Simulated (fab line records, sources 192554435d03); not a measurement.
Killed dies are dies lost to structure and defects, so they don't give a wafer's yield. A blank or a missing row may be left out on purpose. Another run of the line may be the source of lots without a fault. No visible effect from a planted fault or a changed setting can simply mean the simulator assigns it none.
Matching of chambers + flow n5 finfet + N5_GATE_CUT_DESCUM_18 on rie diel-04 has 3 sister chambers
The step chemistry O2, time 7 s. 16 wafers are shown with their chamber, then 8 later ones without.

## WAFERS, EACH WITH ITS CHAMBER
| wafer  | chamber | throttle valve pct (%) | showerhead plenum p Torr (Torr) | oes product au (a.u.) |
|--------|---------|------------------------|---------------------------------|-----------------------|
| L075.2 | 3       | 20.09                  | 2.14                            | 0.89                  |
| L075.4 | 0       | 20.83                  | 2.00                            | 0.69                  |
| L075.6 | 3       | 20.09                  | 2.14                            | 0.89                  |
| L079.3 | 0       | 20.86                  | 1.99                            | 0.69                  |
| L079.4 | 3       | 20.10                  | 2.14                            | 0.88                  |
| L079.6 | 1       | 20.56                  | 2.06                            | 0.68                  |
| L080.1 | 0       | 20.85                  | 1.99                            | 0.70                  |
| L080.3 | 3       | 20.08                  | 2.14                            | 0.88                  |
| L080.6 | 3       | 20.10                  | 2.14                            | 0.89                  |
| L084.1 | 3       | 20.10                  | 2.13                            | 0.87                  |
| L084.2 | 0       | 20.86                  | 1.99                            | 0.69                  |
| L084.6 | 1       | 20.58                  | 2.06                            | 0.68                  |
| L087.1 | 3       | 20.12                  | 2.13                            | 0.85                  |
| L087.3 | 1       | 20.58                  | 2.05                            | 0.67                  |
| L087.6 | 3       | 20.14                  | 2.13                            | 0.85                  |
| L090.1 | 1       | 20.59                  | 2.05                            | 0.66                  |

SIGNATURES, as means of the wafers listed above
| reading                  | chamber 0 | chamber 1 | chamber 3 | scatter within a chamber |
|--------------------------|-----------|-----------|-----------|--------------------------|
| throttle valve pct       | 20.8500   | 20.5775   | 20.1025   | 0.0167                   |
| showerhead plenum p Torr | 1.9925    | 2.0550    | 2.1362    | 0.00528                  |
| oes product au           | 0.6925    | 0.6725    | 0.8750    | 0.0134                   |
Rule: distance of a wafer from a chamber = root of the sum over the readings of ((wafer's reading minus chamber's mean) / reading's scatter) squared. The wafer belongs to the nearest chamber; if the next one is less than 2 further off, it can't be placed. The scatter is the square root of a quotient: the sum, over the shown wafers, of each reading's squared deviation from its chamber's mean, divided by wafers minus chambers.

## WAFERS WITH NO CHAMBER GIVEN
| wafer  | throttle valve pct (%) | showerhead plenum p Torr (Torr) | oes product au (a.u.) |
|--------|------------------------|---------------------------------|-----------------------|
| L090.4 | 20.59                  | 2.05                            | 0.67                  |
| L090.5 | 20.89                  | 1.99                            | 0.68                  |
| L092.3 | 20.15                  | 2.13                            | 0.83                  |
| L092.4 | 20.15                  | 2.13                            | 0.84                  |
| L092.6 | 20.90                  | 1.99                            | 0.67                  |
| L096.2 | 20.60                  | 2.05                            | 0.66                  |
| L096.3 | 20.14                  | 2.12                            | 0.84                  |
| L096.4 | 20.90                  | 1.98                            | 0.66                  |

## WHICH CHAMBER EACH WENT THROUGH
| wafer  | from the rows above | in truth |
|--------|---------------------|----------|
| L090.4 | 1                   | 1        |
| L090.5 | 0                   | 0        |
| L092.3 | 3                   | 3        |
| L092.4 | 3                   | 3        |
| L092.6 | 0                   | 0        |
| L096.2 | 1                   | 1        |
| L096.3 | 3                   | 3        |
| L096.4 | 0                   | 0        |
8 of 8 placed correctly. Not placeable from these rows: 0. Number placed wrongly: 0.
